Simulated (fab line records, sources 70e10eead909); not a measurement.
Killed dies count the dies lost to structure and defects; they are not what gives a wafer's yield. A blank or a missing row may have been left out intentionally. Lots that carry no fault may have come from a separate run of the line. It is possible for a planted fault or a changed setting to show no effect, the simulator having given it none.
fab line records	flow nandHarc
[record] lots = 12	wafers = 36	lastDay = 24
route steps=1159 shown P_ZERO_WELL@26 P_GATE@148 P_CONTACT@219
lots untouched by any fault: they come from a run of this same line in which no faults occurred
startH: start of the lot's first displayed wafer, in hours after the record's first day	waitH: hours since the lot's step before	" identical to the entry in the row above	L1.1+2: one row covering several wafers at once	- either no value or no given start	* or withheld: withheld	< > ~ a bound
route shown NAME@n: names a module that has steps shown in the file, with the first one's number in the route	usual: average and standard deviation across the fault-free wafers	same: alike in all rows	chamber/n: place in a boat	sites: each site's reading	_std_site: standard deviation of those values	_edge_site: the outer-site mean with the inner-site mean subtracted	radiusMm: for every site, how far away it sits from the centre of the wafer	mask NAME#n: copy n	behind: the most recent tool/chamber to have shaped the wafer	hold: why the lot was held/for how many hours/how that ended	device: whichever transistor did not switch (one of n, p or np)	end of line: tests of these same wafers at the route's end	a step with no rows: only its recipe	killed: dies that structure and defects cost at the first sort, which is not the same as the wafer's yield	map: dies across one wafer; x = killed, . = not, _ = none there
set.NAME: setting as actually run; set.NAME@STEP: the setting as run at that earlier step	model.NAME: the simulator's own value behind a step, which no gauge read
route steps across a sampled set of lots; one table per step, one row per wafer
services: the hour from which a tool's chamber was out of use, counted from the record's first day as startH (under 0 if before that day), plus the number of hours and why
[[steps]]
[step NHARC_P_ZERO_WELL_EXPOSE_21]
[recipe] na = 0.6	targetCdNm = 720	doseMj = 22.31	maskId = P_NWELL
lot.wafer	tool	chamber	startH	waitH	mask
L711.1+5+6	krfScanner-01	0	14.42	-	P_NWELL#0
L712.1+2+4	krfScanner-02	0	20.53	-	P_NWELL#0
L713.2+4+6	krfScanner-01	0	26.45	-	P_NWELL#0
L714.1+5+6	krfScanner-01	0	32.44	-	P_NWELL#0
L717.2+5+6	krfScanner-01	0	50.18	-	P_NWELL_R1#0
L723.2+5+6	krfScanner-02	0	86.46	-	P_NWELL#0
L727.1+5+6	krfScanner-01	0	110.30	-	P_NWELL#0
L728.1+3+6	krfScanner-02	0	116.64	-	P_NWELL#0
L729.1+5+6	krfScanner-01	0	122.54	-	P_NWELL#0
L731.2+3+6	krfScanner-02	0	134.79	-	P_NWELL#0
L732.1+5+6	krfScanner-01	0	140.43	-	P_NWELL#0
L734.3+5+6	krfScanner-01	0	152.32	-	P_NWELL#0
[step NHARC_P_ZERO_WELL_CD_MEAS_24]
[recipe] targetCdNm = 720	landingEnergyEv = 500
[usual] cdNm = 720.0/1.4
lot.wafer	tool	chamber	startH	waitH	cdNm
L711.1	cdSem-01	0	14.59	-	719.7
L711.5	"	0	"	"	719.6
L711.6	"	0	"	"	719.5
L712.1	cdSem-03	0	20.69	-	720.5
L712.2	"	0	"	"	721.1
L712.4	"	0	"	"	720.0
L713.2	cdSem-02	0	26.60	-	719.5
L713.4	"	0	"	"	719.6
L713.6	"	0	"	"	719.7
L714.1	cdSem-03	0	32.60	-	721.8
L714.5	"	0	"	"	721.4
L714.6	"	0	"	"	719.3
L717.2	cdSem-03	0	50.34	-	679.4
L717.5	"	0	"	"	678.5
L717.6	"	0	"	"	678.8
L723.2	cdSem-01	0	86.62	-	718.4
L723.5	"	0	"	"	718.3
L723.6	"	0	"	"	719.8
L727.1	cdSem-03	0	110.46	-	722.3
L727.5	"	0	"	"	721.7
L727.6	"	0	"	"	721.6
L728.1	cdSem-02	0	116.80	-	722.4
L728.3	"	0	"	"	721.2
L728.6	"	0	"	"	721.8
L729.1	cdSem-01	0	122.70	-	720.7
L729.5	"	0	"	"	719.5
L729.6	"	0	"	"	720.2
L731.2	cdSem-03	0	134.94	-	716.5
L731.3	"	0	"	"	717.1
L731.6	"	0	"	"	718.1
L732.1	cdSem-01	0	140.58	-	720.3
L732.5	"	0	"	"	720.3
L732.6	"	0	"	"	721.1
L734.3	cdSem-01	0	152.47	-	717.5
L734.5	"	0	"	"	718.5
L734.6	"	0	"	"	717.0
[step NHARC_P_GATE_ETCH_114]
[recipe] targetDepthA = 300	overetchA = 30	timeS = 16.5	ionEnergyEv = 100	cf4FlowSccm = 80	o2FlowSccm = 20	arFlowSccm = 0	rfW = 300	biasW = 100	chemistry = CF4/O2
[usual] drypumpMotorCurrentA = 5.8/0.49	oesProductAu = 1.002/0.0065	rfVppV = 198.1/1.6	showerheadPlenumPTorr = 1.35/0.062	throttleValvePct = 13.397/0.0086
lot.wafer	tool	chamber	startH	waitH	drypumpMotorCurrentA	oesProductAu	rfHoursCounterH	rfVppV	showerheadPlenumPTorr	throttleValvePct
L711.1	rieDiel-05	3	-	-	6.2	1.002	34	198.2	1.36	13.408
L711.5	"	3	"	"	6.2	1.005	-	198.3	1.36	13.394
L711.6	"	0	"	"	6.1	1.002	-	199.9	1.44	13.398
L712.2	rieDiel-06	1	-	-	5.4	1.002	3	195.2	1.25	13.383
L712.1	"	3	"	"	6.7	0.995	3	199.7	1.41	13.401
L712.4	"	0	"	"	5.3	1.005	-	197.4	1.33	13.380
L714.1	rieDiel-05	1	-	-	5.9	1.001	42	200.2	1.42	13.397
L714.6	"	0	"	"	6.1	1.006	-	199.8	1.44	13.390
L714.5	"	1	"	"	5.9	0.991	-	198.6	1.42	13.403
L713.2	rieDiel-06	0	-	-	5.3	1.006	7	197.9	1.33	13.382
L713.6	"	1	"	"	5.5	1.003	-	195.6	1.25	13.390
L713.4	"	3	"	"	6.6	1.012	-	200.6	1.41	13.393
L717.2	rieDiel-05	0	-	-	6.1	0.996	56	199.6	1.43	13.398
L717.6	"	3	"	"	6.2	0.998	-	196.9	1.36	13.397
L717.5	"	0	"	"	6.1	1.000	-	198.8	1.43	13.398
L723.2	rieDiel-06	3	-	-	6.6	1.013	21	199.7	1.41	13.398
L723.6	"	3	"	"	6.6	1.009	-	198.3	1.41	13.390
L723.5	"	0	"	"	5.3	1.001	-	199.1	1.32	13.391
L728.1	rieDiel-06	0	-	-	5.3	1.002	24	196.2	1.32	13.416
L728.3	"	2	"	"	5.0	1.003	17	198.5	1.41	13.402
L728.6	"	1	"	"	5.4	1.007	-	197.0	1.25	13.394
L727.1	rieDiel-05	0	-	-	6.1	0.994	3	199.7	1.43	13.393
L727.6	"	2	"	"	5.6	1.002	-	198.6	1.35	13.394
L727.5	"	3	"	"	6.2	0.998	-	198.1	1.36	13.404
L729.1	rieDiel-13	2	-	-	5.7	1.019	41	197.1	1.35	13.397
L729.5	"	0	"	"	5.9	1.004	-	196.2	1.24	13.386
L729.6	"	2	"	"	5.8	1.002	-	198.1	1.35	13.401
L731.2	rieDiel-06	2	-	-	5.0	1.001	23	200.7	1.41	13.384
L731.3	"	0	"	"	5.3	1.004	29	196.9	1.32	13.392
L731.6	"	2	"	"	5.0	1.003	-	199.6	1.40	13.408
L732.1	rieDiel-13	0	-	-	5.9	0.998	48	195.1	1.24	13.393
L732.5	"	0	"	"	5.9	0.998	-	195.2	1.24	13.402
L732.6	"	1	"	"	6.2	1.010	-	196.4	1.31	13.389
L734.3	rieDiel-13	0	-	-	5.9	1.006	-	194.6	1.24	13.400
L734.5	"	0	"	"	5.9	1.002	-	195.4	1.24	13.403
L734.6	"	2	"	"	5.8	1.003	-	199.1	1.35	13.404
[step NHARC_P_GATE_DESCUM_48]
[recipe] timeS = 3	o2FlowSccm = 200	arFlowSccm = 0	biasPowerW = 0	chemistry = O2
[usual] drypumpMotorCurrentA = 5.8/0.5	oesProductAu = 1.001/0.0066	rfVppV = 57.9/0.99	showerheadPlenumPTorr = 1.94/0.087	throttleValvePct = 11.311/0.009
lot.wafer	tool	chamber	startH	waitH	drypumpMotorCurrentA	oesProductAu	rfHoursCounterH	rfVppV	showerheadPlenumPTorr	throttleValvePct
L711.1	rieDiel-13	0	98.44	-	5.9	0.996	59	55.7	1.79	11.330
L711.6	"	1	"	"	6.2	1.001	-	56.6	1.89	11.294
L711.5	"	2	"	"	5.8	0.997	-	59.0	1.96	11.310
L712.1	rieDiel-06	1	105.80	-	5.4	0.997	7	58.4	1.79	11.312
L712.2	"	3	"	"	6.6	0.998	7	59.6	2.02	11.316
L712.4	"	0	"	"	5.3	0.999	-	56.4	1.90	11.305
L714.1	rieDiel-05	3	117.43	-	6.2	1.005	46	59.4	1.95	11.321
L714.6	"	0	"	"	6.1	1.007	-	58.5	2.06	11.312
L714.5	"	1	"	"	5.9	1.003	-	57.4	2.04	11.315
L713.2	rieDiel-05	0	117.77	-	6.1	0.996	49	57.9	2.06	11.320
L713.4	"	1	"	"	5.9	1.001	45	58.8	2.04	11.305
L713.6	"	3	"	"	6.2	1.000	-	57.6	1.95	11.319
L717.2	rieDiel-13	1	144.72	-	6.2	1.003	16	58.6	1.88	11.298
L717.6	"	2	"	"	5.8	0.993	-	58.5	1.95	11.305
L717.5	"	0	"	"	5.9	1.000	-	54.8	1.79	11.306
L723.2	rieDiel-06	2	179.37	-	5.0	1.004	16	57.5	2.02	11.301
L723.6	"	3	"	"	6.6	1.000	-	57.6	2.02	11.311
L723.5	"	0	"	"	5.3	1.006	-	58.4	1.90	11.313
L727.1	rieDiel-06	3	199.27	-	6.6	0.999	29	56.9	2.01	11.312
L727.5	"	2	"	"	5.0	1.012	-	57.4	2.02	11.317
L727.6	"	3	"	"	6.6	1.003	-	59.0	2.02	11.320
L728.1	rieDiel-13	1	200.97	-	6.2	1.006	44	58.5	1.87	11.319
L728.3	"	0	"	"	5.9	1.004	45	58.5	1.78	11.310
L728.6	"	0	"	"	5.9	1.013	-	57.3	1.78	11.307
L729.1	rieDiel-06	3	216.96	-	6.6	1.009	32	58.5	2.01	11.295
L729.5	"	0	"	"	5.3	0.999	-	56.9	1.89	11.309
L729.6	"	1	"	"	5.4	0.995	-	57.7	1.79	11.288
L732.1	rieDiel-05	0	223.02	-	6.1	0.995	17	56.5	2.05	11.305
L732.6	"	1	"	"	5.9	1.003	-	58.3	2.02	11.317
L732.5	"	2	"	"	5.6	1.012	-	58.8	1.93	11.309
L731.2	rieDiel-05	3	224.02	-	6.2	1.003	19	58.2	1.94	11.298
L731.3	"	2	"	"	5.6	1.001	19	57.8	1.93	11.303
L731.6	"	3	"	"	6.3	0.999	-	58.3	1.94	11.317
L734.3	rieDiel-06	0	233.15	-	5.3	0.995	32	56.7	1.89	11.322
L734.6	"	3	"	"	6.7	0.989	-	58.4	2.01	11.319
L734.5	"	0	"	"	5.3	1.002	-	56.3	1.89	11.309
[step NHARC_P_CONTACT_CMP_01]
[recipe] targetThkNm = 200	material = SiO2
[usual] motorCurrentA = 12.0/1.1	slurryFilterDpKPa = 13.54/0.14
lot.wafer	tool	chamber	startH	waitH	motorCurrentA	slurryFilterDpKPa
L711.1	cmp-03	0	106.08	-	14.2	13.68
L711.5	"	3	"	"	12.4	13.53
L711.6	"	0	"	"	13.5	13.61
L712.1	cmp-02	2	113.15	0.5	11.7	13.18
L712.2	"	0	"	"	12.2	13.60
L712.4	"	1	"	"	11.9	13.63
L714.1	cmp-02	1	124.63	-	11.7	13.44
L714.5	"	3	"	"	10.4	13.69
L714.6	"	0	"	"	12.5	13.46
L713.4	cmp-03	3	125.13	-	12.3	13.72
L713.2	"	0	"	"	14.7	13.65
L713.6	"	3	"	"	12.4	13.44
L717.2	cmp-02	1	152.02	-	11.9	13.59
L717.5	"	1	"	"	12.1	13.49
L717.6	"	2	"	"	12.6	13.33
L723.2	cmp-04	0	187.04	-	9.7	13.27
L723.6	"	2	"	"	11.2	13.52
L723.5	"	3	"	"	11.6	13.42
L727.1	cmp-02	2	206.56	-	13.1	13.48
L727.6	"	2	"	"	12.5	13.59
L727.5	"	3	"	"	10.3	13.45
L728.3	cmp-03	1	208.22	-	12.0	13.31
L728.1	"	0	"	"	14.2	13.70
L728.6	"	2	"	"	13.5	13.68
L729.1	cmp-03	1	225.16	-	13.2	13.55
L729.5	"	2	"	"	13.4	13.53
L729.6	"	3	"	"	12.7	13.53
L732.1	cmp-03	0	230.39	-	14.0	13.41
L732.5	"	3	"	"	12.7	13.25
L732.6	"	0	"	"	13.7	13.60
L731.3	cmp-02	1	231.71	-	11.1	13.36
L731.2	"	3	"	"	10.6	13.61
L731.6	"	2	"	"	12.1	13.47
L734.3	cmp-02	2	240.59	0.4	12.4	13.80
L734.5	"	2	"	"	12.1	13.68
L734.6	"	3	"	"	10.5	13.50
[[services]]
tool	chamber	startH	hours	kind
rieDiel-13	3	15.25	8.9	repair
krfScanner-01	-	15.56	0.4	repair
rieDiel-13	2	17.78	7.8	repair
rieDiel-13	0	24.20	6.0	repair
cmp-02	-	26.92	3.5	repair
cmp-02	-	30.50	4.0	pm
cmp-02	-	39.76	5.6	repair
cmp-02	-	56.67	2.5	repair
rieDiel-06	-	64.20	9.0	pm
cmp-02	-	65.97	1.1	repair
rieDiel-06	2	80.88	28.2	repair
rieDiel-05	-	83.98	0.6	repair
krfScanner-01	-	85.31	4.0	pm
rieDiel-13	-	99.07	9.0	pm
cmp-02	-	110.48	0.8	repair
rieDiel-06	1	118.90	36.4	repair
cmp-02	-	128.50	4.0	pm
rieDiel-06	0	131.80	9.3	repair
krfScanner-01	-	134.36	1.0	repair
rieDiel-13	3	135.60	88.1	repair
cmp-02	-	149.03	1.2	repair
rieDiel-05	-	164.39	9.0	pm
rieDiel-13	2	181.36	1.6	repair
rieDiel-13	2	191.41	6.1	repair
[[key]]
[firstSign] step = NHARC_P_ZERO_WELL_EXPOSE_21	reading = mask	direction = changed
[effect] step = NHARC_P_ZERO_WELL_CD_MEAS_24	reading = cdNm	direction = down	sigmas = 30	usual = 720.0	struck = 678.9
metAt NHARC_P_ZERO_WELL_EXPOSE_21
struckLots L717
testerLeftOut L717
notActingAt NHARC_P_GATE_ETCH_114,NHARC_P_GATE_DESCUM_48,NHARC_P_CONTACT_CMP_01
onsetBetween 32.44 50.18
[fault] kind = wrongMask	tool = any	chamber = -	onsetH = 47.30	steps = NHARC_P_ZERO_WELL_EXPOSE_21	auxCopy = P_NWELL_R1#0	cdOffsetNm = -41.895	scope = struckLotsOnly
// testerLeftOut: of these lots the tester's yield and bins aren't shown, on N5 and GAA mostly nor the transistor test; their killed dies are dies lost to structure and defects alone, not to doping, threshold or leakage, so they don't give the yield
